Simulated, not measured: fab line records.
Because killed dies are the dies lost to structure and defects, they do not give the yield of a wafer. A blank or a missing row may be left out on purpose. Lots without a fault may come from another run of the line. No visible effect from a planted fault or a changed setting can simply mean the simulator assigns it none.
fab line records	flow nand_harc
[record] lots = 6	wafers = 18	last_day = 24
route steps=1159 shown A_SGD_CUT@753 END@1159
lots with no fault: from the same line, run without faults
start_h: start of the lot's first displayed wafer, in hours after the record's first day	wait_h: time in hours since the lot's previous step	" as in the row above	L1.1+2: a single row standing in for several wafers	- no value present, or no start provided	* or withheld: withheld	< > ~ a bound
route shown NAME@n: names a module that has steps shown in the file, with the first one's number in the route	usual: mean/standard deviation taken from wafers without a fault	same: alike in all rows	chamber/n: place in a boat	sites: per-site readings	_std_site: standard deviation of those values	_edge_site: inner sites' mean taken away from outer sites' mean	radius_mm: for every site, how far away it sits from the centre of the wafer	mask NAME#n: copy n	behind: the most recent tool/chamber to have shaped the wafer	hold: the reason the lot was held/the length of the hold in hours/how it ended	device: names the non-switching transistor (n, p or np)	end of line: the same wafers' tests at the end of the route	for a step that has no rows: nothing shown but its recipe	killed: at the first sort, the dies lost to defects and structure; wafer yield is something else	map: dies across one wafer; x = killed, . = not, _ = none there
set.NAME: the setting that was run; set.NAME@STEP: the one run at that earlier step	model.NAME: the simulator's own value behind a step, which no gauge read
lots at some steps of the route; a table a step, a row a wafer
services: from which hour (start_h, from the record's first day; less than 0 if before it) a tool's chamber was out of use, for how many hours, and why
[[steps]]
[step NHARC_A_SGD_CUT_SOFTBAKE_04]
[recipe] temp_c = 105	time_s = 55
[step NHARC_A_SGD_CUT_EBR_05]
[step NHARC_A_SGD_CUT_EXPOSE_06]
[recipe] na = 1.35	dose_mj = 85.59	mask_id = SGD
[step NHARC_A_SGD_CUT_PEB_07]
[recipe] peb_temp_c = 100	peb_time_s = 65
[step NHARC_A_SGD_CUT_DEVELOP_08]
[recipe] develop_time_s = 35	dev_temp_c = 23
[step NHARC_A_SGD_CUT_CD_MEAS_09]
[recipe] target_cd_nm = 100	landing_energy_ev = 500
[usual] cd_nm = 100.0/0.51
lot.wafer	tool	chamber	start_h	wait_h	cd_nm
L470.2	cd_sem-03	0	327.54	-	100.3
L470.3	"	0	"	"	100.3
L470.5	"	0	"	"	100.6
L476.2	cd_sem-01	0	354.51	-	99.4
L476.3	"	0	"	"	98.9
L476.4	"	0	"	"	99.7
L478.2	cd_sem-03	0	369.15	-	100.2
L478.3	"	0	"	"	100.5
L478.6	"	0	"	"	100.3
L483.2	cd_sem-02	0	401.53	-	100.5
L483.3	"	0	"	"	100.6
L483.6	"	0	"	"	100.4
L482.1	cd_sem-02	0	417.16	-	99.5
L482.3	"	0	"	"	99.6
L482.6	"	0	"	"	99.6
L489.1	cd_sem-02	0	435.47	-	100.1
L489.2	"	0	"	"	99.7
L489.5	"	0	"	"	99.6
[step NHARC_A_SGD_CUT_OVL_MEAS_10]
[usual] overlay_x_nm = 0.0/0.85	overlay_y_nm = 0.3/1
lot.wafer	tool	chamber	start_h	wait_h	overlay_x_nm	overlay_y_nm
L470.2	overlay-01	-	327.62	-	1.8	-1.0
L470.3	"	-	"	"	2.2	-1.1
L470.5	"	-	"	"	1.7	-1.3
L476.2	overlay-01	-	354.60	-	-0.9	2.3
L476.3	"	-	"	"	-0.8	2.7
L476.4	"	-	"	"	-1.0	2.4
L478.2	overlay-01	-	369.23	-	1.3	0.5
L478.3	"	-	"	"	1.2	0.2
L478.6	"	-	"	"	0.9	0.2
L483.2	overlay-01	-	401.62	-	-0.5	-0.2
L483.3	"	-	"	"	-0.4	-0.3
L483.6	"	-	"	"	-1.2	0.5
L482.1	overlay-01	-	417.25	-	-1.2	-0.6
L482.3	"	-	"	"	-1.0	-0.9
L482.6	"	-	"	"	-0.4	-0.4
L489.1	overlay-01	-	435.56	-	0.2	-0.7
L489.2	"	-	"	"	0.2	-1.0
L489.5	"	-	"	"	0.6	-1.3
[step NHARC_A_SGD_CUT_INSPECT_11]
[usual] raw_defect_count = 16/9.1
lot.wafer	tool	chamber	start_h	wait_h	raw_defect_count
L470.2	defect_inspect-01	-	327.66	0.0	4
L470.3	"	-	"	"	2
L470.5	"	-	"	"	5
L476.2	defect_inspect-01	-	354.64	0.0	9
L476.3	"	-	"	"	10
L476.4	"	-	"	"	9
L478.2	defect_inspect-01	-	369.27	0.0	14
L478.3	"	-	"	"	21
L478.6	"	-	"	"	25
L483.2	defect_inspect-02	-	401.66	0.0	11
L483.3	"	-	"	"	12
L483.6	"	-	"	"	7
L482.1	defect_inspect-01	-	417.29	0.0	11
L482.3	"	-	"	"	8
L482.6	"	-	"	"	9
L489.1	defect_inspect-02	-	435.60	0.0	21
L489.2	"	-	"	"	43
L489.5	"	-	"	"	27
[step NHARC_A_SGD_CUT_DESCUM_14]
[recipe] time_s = 3	o2_flow_sccm = 200	ar_flow_sccm = 0	bias_power_w = 0	chemistry = O2
[usual] drypump_motor_current_A = 5.8/0.48	oes_product_au = 1.005/0.0097	rf_vpp_V = 57.6/0.95	showerhead_plenum_p_Torr = 1.89/0.093	throttle_valve_pct = 11.311/0.0082
lot.wafer	tool	chamber	start_h	wait_h	drypump_motor_current_A	oes_product_au	rf_hours_counter_h	rf_vpp_V	showerhead_plenum_p_Torr	throttle_valve_pct
L470.2	rie_diel-05	1	327.73	0.1	5.6	0.997	8	56.5	1.88	11.308
L470.3	"	3	"	"	6.4	0.995	10	56.8	1.79	11.304
L470.5	"	1	"	"	5.6	1.001	-	58.5	1.88	11.314
L476.2	rie_diel-05	3	354.71	0.1	6.5	0.999	0	56.6	1.79	11.318
L476.4	"	0	"	"	5.5	1.016	0	58.6	2.02	11.316
L476.3	"	1	"	"	5.6	1.005	0	57.2	1.88	11.307
L478.2	rie_diel-02	1	369.34	0.1	5.9	1.026	3	58.0	1.99	11.312
L478.3	"	3	"	"	5.7	1.015	3	59.3	2.00	11.307
L478.6	"	1	"	"	5.8	1.012	-	58.3	1.99	11.311
L483.3	rie_diel-05	3	401.72	0.1	6.4	0.973	3	56.1	1.79	11.297
L483.2	"	0	"	"	5.5	0.994	4	59.9	2.02	11.304
L483.6	"	0	"	"	5.5	1.002	-	58.3	2.02	11.300
L482.1	rie_diel-05	1	417.37	0.1	5.6	1.003	5	57.6	1.88	11.312
L482.3	"	2	"	"	5.8	1.002	3	57.7	1.83	11.317
L482.6	"	0	"	"	5.5	0.994	-	57.8	2.02	11.323
L489.1	rie_diel-12	2	435.68	0.1	4.8	0.983	5	56.4	2.00	11.317
L489.2	"	3	"	"	5.4	0.996	6	56.7	1.79	11.311
L489.5	"	1	"	"	6.4	1.002	-	57.2	1.86	11.314
[step NHARC_A_SGD_CUT_ETCH_58]
[recipe] target_depth_a = 390	over_etch_frac = 0.3	time_s = 65	ion_energy_ev = 80	cf4_flow_sccm = 150	ar_flow_sccm = 0	rf_w = 300	bias_w = 100	chemistry = CF4
[usual] cf4_flow_sccm = 150.0/0.45	drypump_motor_current_A = 5.8/0.47	oes_product_au = 1.005/0.0094	rf_vpp_V = 151.0/1.4	run_length_s = 86.3/0.41	showerhead_plenum_p_Torr = 1.75/0.077	throttle_valve_pct = 13.283/0.01
lot.wafer	tool	chamber	start_h	wait_h	cf4_flow_sccm	drypump_motor_current_A	oes_product_au	rf_hours_counter_h	rf_vpp_V	run_length_s	showerhead_plenum_p_Torr	throttle_valve_pct
L470.3	rie_diel-05	1	327.81	0.1	150.2	5.6	0.987	8	151.3	85.7	1.74	13.294
L470.2	"	2	"	"	149.4	5.8	0.991	10	149.3	85.6	1.70	13.265
L470.5	"	1	"	"	149.7	5.6	0.999	-	151.2	85.4	1.74	13.283
L476.2	rie_diel-05	2	354.79	0.1	149.9	5.8	1.006	0	149.7	85.8	1.70	13.293
L476.3	"	3	"	"	149.8	6.4	1.001	1	151.3	86.0	1.66	13.287
L476.4	"	0	"	"	150.0	5.5	1.013	0	152.5	86.3	1.86	13.289
L478.2	rie_diel-02	1	369.42	0.1	149.7	5.9	1.022	3	151.3	86.1	1.84	13.280
L478.3	"	0	"	"	149.6	5.7	0.999	2	149.6	86.4	1.66	13.292
L478.6	"	1	"	"	150.3	5.9	1.018	-	151.6	87.0	1.84	13.255
L483.3	rie_diel-05	3	401.80	0.1	150.3	6.4	0.994	3	149.7	86.2	1.66	13.281
L483.2	"	2	"	"	150.6	5.8	1.001	3	149.4	85.5	1.70	13.277
L483.6	"	0	"	"	150.5	5.5	1.010	-	154.4	86.5	1.86	13.294
L482.3	rie_diel-05	3	417.44	0.1	150.3	6.4	0.997	5	148.6	86.2	1.66	13.275
L482.1	"	0	"	"	150.1	5.4	1.003	5	151.9	86.5	1.86	13.287
L482.6	"	3	"	"	150.3	6.4	0.995	-	149.6	86.1	1.66	13.284
L489.2	rie_diel-12	2	435.75	0.1	149.7	4.8	0.993	5	152.9	86.5	1.84	13.271
L489.1	"	3	"	"	150.8	5.4	1.007	6	150.4	86.3	1.66	13.264
L489.5	"	3	"	"	150.1	5.3	1.017	-	150.4	86.2	1.66	13.281
[step NHARC_A_SGD_CUT_ETCH_59]
[recipe] target_depth_a = 2600	over_etch_frac = 0.25	time_s = 406.25	ion_energy_ev = 200	n2_flow_sccm = 150	h2_flow_sccm = 150	ar_flow_sccm = 0	rf_w = 400	bias_w = 150	chemistry = N2/H2
[usual] drypump_motor_current_A = 5.8/0.48	oes_product_au = 1.006/0.0087	rf_vpp_V = 429.8/2.9	run_length_s = 427.6/0.44	showerhead_plenum_p_Torr = 2.01/0.1	throttle_valve_pct = 14.170/0.0086
lot.wafer	tool	chamber	start_h	wait_h	drypump_motor_current_A	oes_product_au	rf_hours_counter_h	rf_vpp_V	run_length_s	showerhead_plenum_p_Torr	throttle_valve_pct
L470.3	rie_diel-05	3	-	-	6.4	1.016	10	425.8	427.9	1.90	14.176
L470.2	"	0	"	"	5.5	1.013	10	434.9	428.3	2.16	14.151
L470.5	"	2	"	"	5.8	1.006	-	427.7	426.7	1.95	14.180
L476.4	rie_diel-05	0	-	-	5.5	1.007	0	435.1	427.7	2.16	14.177
L476.2	"	1	"	"	5.6	1.010	0	428.9	426.9	2.00	14.167
L476.3	"	2	"	"	5.8	1.001	1	428.1	427.4	1.95	14.181
L478.2	rie_diel-02	1	-	-	5.9	1.023	3	433.1	427.5	2.13	14.162
L478.3	"	3	"	"	5.7	1.005	3	433.5	427.7	2.13	14.161
L478.6	"	1	"	"	5.8	1.013	-	433.6	428.2	2.13	14.176
L483.3	rie_diel-05	3	-	-	6.5	0.993	3	426.7	427.5	1.90	14.179
L483.2	"	2	"	"	5.8	1.005	3	427.4	427.5	1.95	14.150
L483.6	"	0	"	"	5.5	1.009	-	434.2	427.6	2.16	14.172
L482.1	rie_diel-05	3	-	-	6.5	0.985	5	426.1	427.5	1.90	14.154
L482.3	"	1	"	"	5.6	1.010	5	429.2	426.8	2.00	14.181
L482.6	"	3	"	"	6.4	0.994	-	427.4	427.1	1.90	14.187
L489.2	rie_diel-12	1	-	-	6.4	1.008	6	429.8	427.6	1.98	14.162
L489.1	"	3	"	"	5.4	1.013	6	427.2	428.1	1.90	14.161
L489.5	"	2	"	"	4.8	0.996	-	432.7	427.9	2.13	14.172
[step NHARC_A_SGD_CUT_ETCH_15]
[recipe] target_depth_a = 750	time_s = 64.3	ch3f_flow_sccm = 50	o2_flow_sccm = 30	ar_flow_sccm = 200	rf_w = 500	bias_w = 100	chemistry = CH3F/O2
[usual] drypump_motor_current_A = 5.8/0.48	oes_product_au = 0.969/0.015	rf_vpp_V = 263.3/1.8	run_length_s = 85.6/0.44	showerhead_plenum_p_Torr = 2.42/0.11	throttle_valve_pct = 20.662/0.009
lot.wafer	tool	chamber	start_h	wait_h	drypump_motor_current_A	oes_product_au	rf_hours_counter_h	rf_vpp_V	run_length_s	showerhead_plenum_p_Torr	throttle_valve_pct
L470.3	rie_diel-05	1	-	-	5.6	0.956	8	262.9	84.7	2.42	20.654
L470.2	"	2	"	"	5.8	0.980	10	261.9	85.0	2.35	20.659
L470.5	"	2	"	"	5.8	0.980	-	262.4	84.8	2.35	20.669
L476.2	rie_diel-05	3	-	-	6.4	0.971	1	260.9	85.8	2.30	20.669
L476.4	"	1	"	"	5.6	0.987	1	263.1	84.7	2.42	20.669
L476.3	"	2	"	"	5.8	0.979	1	261.0	84.9	2.35	20.649
L478.3	rie_diel-02	0	-	-	5.7	0.964	2	261.7	85.6	2.30	20.658
L478.2	"	2	"	"	5.9	0.964	3	264.4	86.5	2.47	20.663
L478.6	"	0	"	"	5.7	0.963	-	262.0	85.9	2.30	20.666
L483.2	rie_diel-05	2	-	-	5.8	0.975	3	262.8	84.7	2.35	20.663
L483.3	"	3	"	"	6.4	0.945	4	260.8	85.7	2.30	20.658
L483.6	"	1	"	"	5.7	0.973	-	261.6	85.3	2.42	20.664
L482.1	rie_diel-05	0	-	-	5.5	0.953	6	265.5	85.9	2.59	20.666
L482.3	"	2	"	"	5.8	0.985	4	260.0	85.5	2.35	20.646
L482.6	"	0	"	"	5.5	0.963	-	265.9	85.5	2.59	20.671
L489.1	rie_diel-12	0	-	-	6.7	0.977	7	262.3	85.6	2.32	20.655
L489.2	"	1	"	"	6.4	0.972	7	262.9	85.6	2.39	20.649
L489.5	"	1	"	"	6.4	0.971	-	263.8	85.8	2.39	20.652
[step NHARC_A_SGD_CUT_ETCH_16]
[recipe] target_depth_a = 3105	time_s = 155.2	c4f8_flow_sccm = withheld	o2_flow_sccm = 8	ar_flow_sccm = withheld	rf_w = 600	bias_w = 800	chemistry = C4F8/O2/Ar
[usual] oes_product_au = 0.980/0.013	rf_vpp_V = 722/4.7	run_length_s = 176.5/0.44
lot.wafer	tool	chamber	start_h	wait_h	oes_product_au	rf_hours_counter_h	rf_vpp_V	run_length_s
L470.3	rie_diel-05	0	328.31	-	0.969	10	728	176.6
L470.2	"	2	"	"	0.984	10	719	175.8
L470.5	"	0	"	"	0.978	-	729	176.6
L476.2	rie_diel-05	1	355.27	-	0.996	1	722	175.8
L476.4	"	2	"	"	0.983	1	720	176.5
L476.3	"	0	"	"	0.993	1	728	177.2
L478.3	rie_diel-02	3	369.91	-	0.997	3	727	177.0
L478.2	"	1	"	"	0.997	3	726	176.6
L478.6	"	2	"	"	0.967	-	724	177.3
L483.3	rie_diel-05	2	402.30	-	0.960	3	720	164.0
L483.2	"	3	"	"	0.952	4	716	164.5
L483.6	"	2	"	"	0.969	-	718	163.9
L482.1	rie_diel-05	1	417.94	-	0.978	5	721	163.9
L482.3	"	2	"	"	0.990	4	718	164.3
L482.6	"	3	"	"	0.963	-	715	164.6
L489.1	rie_diel-12	0	436.24	-	0.983	7	716	176.5
L489.2	"	1	"	"	0.993	7	720	176.6
L489.5	"	0	"	"	0.983	-	718	176.5
[step NHARC_A_SGD_CUT_STRIP_60]
[recipe] c4f8_flow_sccm = withheld	o2_flow_sccm = 8	ar_flow_sccm = withheld	bias_w = 0	chemistry = C4F8/O2/Ar
[step NHARC_END_SORT_01]
[recipe] temp_c = 25
[usual] killed_at_array = 26/11	killed_at_other = 0.6/1	killed_at_periphery = 3.1/2.1	killed_dies = 30/11	killed_open = 3.4/1.8	killed_short = 2.1/1.5
[same] gross_dies = 677
lot.wafer	tool	chamber	start_h	wait_h	killed_at_array	killed_at_other	killed_at_periphery	killed_dies	killed_open	killed_short
L470.2	prober-01	0	465.99	2.8	6	3	5	14	1	4
L470.3	prober-01	0	466.80	3.1	14	1	2	17	5	2
L470.5	prober-01	0	468.42	3.7	10	0	5	15	4	0
L478.2	prober-02	0	503.18	2.8	15	0	0	15	1	3
L478.3	prober-02	0	503.97	3.1	25	1	4	30	4	6
L478.6	prober-02	0	506.34	4.0	28	1	5	34	0	4
L483.2	prober-01	0	528.17	2.8	328	1	8	337	5	2
L483.3	prober-01	0	528.98	3.1	282	0	3	285	4	1
L483.6	prober-01	0	531.41	4.1	275	0	1	276	2	1
L482.1	prober-01	0	539.03	2.5	251	2	3	256	2	2
L482.3	prober-01	0	540.62	3.1	277	2	2	281	4	2
L482.6	prober-01	0	543.01	4.0	292	0	0	292	2	3
// killed by level:class
L470.2 A_CHANNEL_HOLE_D1:chamber_film_flake=3 P_GATE:chamber_film_flake=2 THIN_TSV:chamber_film_flake=2 P_CONTACT:geometric_particle:short=1 P_M0:geometric_particle:short=1 A_CHANNEL_FILL_D1:geometric_particle:short=1 A_CONTACT:geometric_particle:short=1 A_M0:geometric_particle:open=1
L470.3 A_CONTACT:chamber_film_flake=5 A_SGD_CUT:geometric_particle:short=2 A_CONTACT:geometric_particle:open=2 P_CONTACT:geometric_particle:open=1 A_SGD_CUT:geometric_particle:open=1 A_M0:geometric_particle:open=1 P_STI:chamber_film_flake=1 A_STAIRCASE:chamber_film_flake=1
L470.5 A_CONTACT:geometric_particle:open=2 P_STI:chamber_film_flake=2 P_GATE:chamber_film_flake=2 A_WL_FILL:chamber_film_flake=2 A_CONTACT:chamber_film_flake=2 P_CONTACT:geometric_particle:open=1 A_CHANNEL_FILL_D1:geometric_particle:open=1 A_CHANNEL_HOLE_D1:chamber_film_flake=1
L478.2 A_CHANNEL_HOLE_D1:chamber_film_flake=11 A_CHANNEL_FILL_D1:geometric_particle:open=1 A_CHANNEL_FILL_D1:geometric_particle:short=1 A_CONTACT:geometric_particle:short=1 A_M0:geometric_particle:short=1
L478.3 A_CHANNEL_HOLE_D1:chamber_film_flake=15 A_CONTACT:geometric_particle:open=2 A_CONTACT:chamber_film_flake=2 P_M1:geometric_particle:open=1 P_M2:geometric_particle:short=1 A_SOURCE_PLATE:geometric_particle:short=1 A_CHANNEL_FILL_D1:geometric_particle:short=1 A_SGD_CUT:geometric_particle:short=1
L478.6 A_CHANNEL_HOLE_D1:chamber_film_flake=19 A_CONTACT:chamber_film_flake=6 A_ONON_D1:geometric_particle:short=2 P_ZERO_WELL:chamber_film_flake=2 P_M2:geometric_particle:short=1 A_SOURCE_PLATE:geometric_particle:short=1 P_GATE:chamber_film_flake=1 P_CONTACT:chamber_film_flake=1
L483.2 A_SGD_CUT:area_etch=304 A_SLIT:chamber_film_flake=13 P_GATE:chamber_film_flake=3 A_CHANNEL_HOLE_D1:chamber_film_flake=3 P_CONTACT:geometric_particle:open=2 A_ZERO_WELL:chamber_film_flake=2 A_CONTACT:chamber_film_flake=2 P_GATE:geometric_particle:short=1
L483.3 A_SGD_CUT:area_etch=252 A_SLIT:chamber_film_flake=15 A_CHANNEL_HOLE_D1:chamber_film_flake=6 A_STAIRCASE:chamber_film_flake=3 A_CONTACT:chamber_film_flake=2 P_CONTACT:geometric_particle:open=1 P_M0:geometric_particle:open=1 A_ONON_D1:geometric_particle:open=1
L483.6 A_SGD_CUT:area_etch=245 A_SLIT:chamber_film_flake=20 A_CHANNEL_HOLE_D1:chamber_film_flake=3 A_CONTACT:geometric_particle:open=2 A_STAIRCASE:chamber_film_flake=2 A_WL_FILL:geometric_particle:short=1 P_BONDPAD:chamber_film_flake=1 A_CHANNEL_FILL_D1:chamber_film_flake=1
L482.1 A_SGD_CUT:area_etch=239 A_CHANNEL_HOLE_D1:chamber_film_flake=8 THIN_TSV:chamber_film_flake=2 P_M0:geometric_particle:open=1 A_CHANNEL_HOLE_D1:geometric_particle:open=1 A_WL_FILL:geometric_particle:short=1 A_CONTACT:geometric_particle:short=1 P_STI:chamber_film_flake=1
L482.3 A_SGD_CUT:area_etch=267 A_CHANNEL_HOLE_D1:chamber_film_flake=4 A_STAIRCASE:chamber_film_flake=2 P_CONTACT:geometric_particle:open=1 P_M0:geometric_particle:open=1 A_CHANNEL_FILL_D1:geometric_particle:short=1 A_STAIRCASE:geometric_particle:open=1 A_CONTACT:geometric_particle:open=1
L482.6 A_SGD_CUT:area_etch=278 A_CHANNEL_HOLE_D1:chamber_film_flake=5 A_CHANNEL_FILL_D1:geometric_particle:short=2 A_STAIRCASE:chamber_film_flake=2 A_ONON_D1:geometric_particle:open=1 A_CHANNEL_FILL_D1:geometric_particle:open=1 A_WL_FILL:geometric_particle:short=1 A_CHANNEL_FILL_D1:chamber_film_flake=1
// map L482.6 (x killed, . not)
____________.____________
_________x.x..x._________
_______...xxxx.x.._______
______x....xxx...xx______
_____..xx.x...x...xx_____
____...xxxxx..x.x.xxx____
____..x.x....xxxx.xxx____
___.x.x.x..xxxxxx..x.x___
___...xxxx.x...xx.xxxx___
__......x.x.xx..x.x.x.x__
__..x.xxx..xxxxx...x..x__
_..xx.....xx.xxx.xxxx..._
_..xxx..xx..xx.xx..xxx.._
_..x...xx.xx.xx....xxx.x_
_.xxx..x.xx.x.x.xxxxx.xx_
_.xx.x.xxxxx.xxxx.xx...._
..x.....x..x.....x.xxx...
...x.x.x.xxxxx.xxxxxxxxx.
...xxxx.x..xx.xx..x.xxx..
....xxxx.x.xx..xx..xxx..x
..x.xxx.x.xxxxxx..x.x....
_..xxx..xx..xxx....x...._
_....x..xxxx...xxxx.x.xx_
_........xxxxxxx.xxx.x.._
_.......xxxxxx..x......x_
_....x...x...x.x...x...._
__..xx..x.x..x...x.....__
__.x..x.x.xxxxx........__
___x..x.x.xxx..x.x.xx.___
___..xx...x...x.......___
____...x..x...x..x...____
____......x......x...____
_____........x.xx.x._____
______.......x.x...______
_______..........._______
_________......._________
____________x____________
// map L483.2 (x killed, . not)
____________.____________
_________......._________
_______...x......x_______
______x...xx....x.x______
_____...x...xx...x.._____
____..x.x.xx.xxx.xxxx____
____......x.x...xxx.x____
___......x.xxxx.xxxx.x___
___..xxxxxxx.xxxxxxx.x___
__....xx..xx..xx.xx.x..__
__..xx.xxxx.xxx.xx.x...__
_......xxxxxxx.xx.xx.xx._
_..x.....xxxxxxxx.x...xx_
_...xx.x..xxxxxxxxxx..xx_
_...xx.xxx.xxxx.xx..xxxx_
_....xxx.xxxxx.xxxxxx..x_
......xxxxxx..x.xxxxx.x.x
x.....xxxxx.xx.xx....xxx.
..x.x.xx.xxxx..xxxx..xxxx
.x.xxx.xxxxxx.xxxxx..x.x.
...x.xx...xxxxxx..xxxx.x.
_..x.xxx...xx...xxxxxx.._
_...xx..xxxxxx.x...xxxx._
_....xx.xxxx.xxxxxxxx..x_
_.....x..x.xxxxxxxxx...x_
_...xx..x.xx.xxxx.x....._
__x.x.x...x.xx.x.xx..x.__
__..x..x....xxxx.xxx...__
___.x.xx.x.xxxx.x.xx..___
___..x.x..x...xx......___
____x....xxx..x....xx____
____.....x.x..x...x..____
_____...x..x...xx..._____
______....x..xx...x______
_______x.........x_______
_________.....x._________
____________.____________
[[services]]
tool	chamber	start_h	hours	kind
rie_diel-02	-	307.60	0.6	repair
rie_diel-05	-	312.12	0.9	repair
rie_diel-05	1	315.11	4.8	repair
rie_diel-05	0	319.77	-	clean
rie_diel-05	2	319.77	-	clean
rie_diel-05	3	319.77	-	clean
rie_diel-02	-	327.70	9.0	pm
rie_diel-05	-	340.60	9.0	pm
rie_diel-05	0	340.60	9.0	vent_cycle
rie_diel-05	1	340.60	9.0	vent_cycle
rie_diel-05	2	340.60	9.0	vent_cycle
rie_diel-05	3	340.60	9.0	vent_cycle
rie_diel-02	0	342.03	2.9	repair
rie_diel-05	0	349.60	-	clean
rie_diel-05	1	349.60	-	clean
rie_diel-05	2	349.60	-	clean
rie_diel-05	3	349.60	-	clean
rie_diel-12	3	372.74	3.8	repair
rie_diel-02	3	373.45	8.2	repair
rie_diel-05	0	374.10	-	clean
rie_diel-05	1	374.10	-	clean
rie_diel-12	-	379.40	9.0	pm
rie_diel-12	2	395.12	2.0	repair
rie_diel-05	2	408.12	7.7	repair
[[key]]
[first_sign] step = NHARC_A_SGD_CUT_ETCH_16	reading = run_length_s	direction = down	sigmas = 28	usual = *	struck = *
[effect] step = NHARC_END_SORT_01	reading = killed_dies	direction = up	sigmas = 23	usual = 30	struck = 288
[more_kills_born_at] NHARC_A_SGD_CUT_ETCH_16@rie_diel-05 = 1585
met_at NHARC_A_SGD_CUT_ETCH_16
struck_wafers L482.1,L482.3,L482.6,L483.2,L483.3,L483.6
tester_left_out L482,L483
onset_between 355.27 402.30
[fault] kind = process_parameter_drift	tool = rie_diel-05	chamber = -	onset_h = 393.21	steps = NHARC_A_SGD_CUT_ETCH_16	channel = time_s	offset = *	shape = step	end_h = 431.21	acts_in = *	stated = *
// tester_left_out: of these lots the tester's yield and bins aren't shown, on N5 and GAA mostly nor the transistor test; their killed dies are dies lost to structure and defects alone, not to doping, threshold or leakage, so they don't give the yield
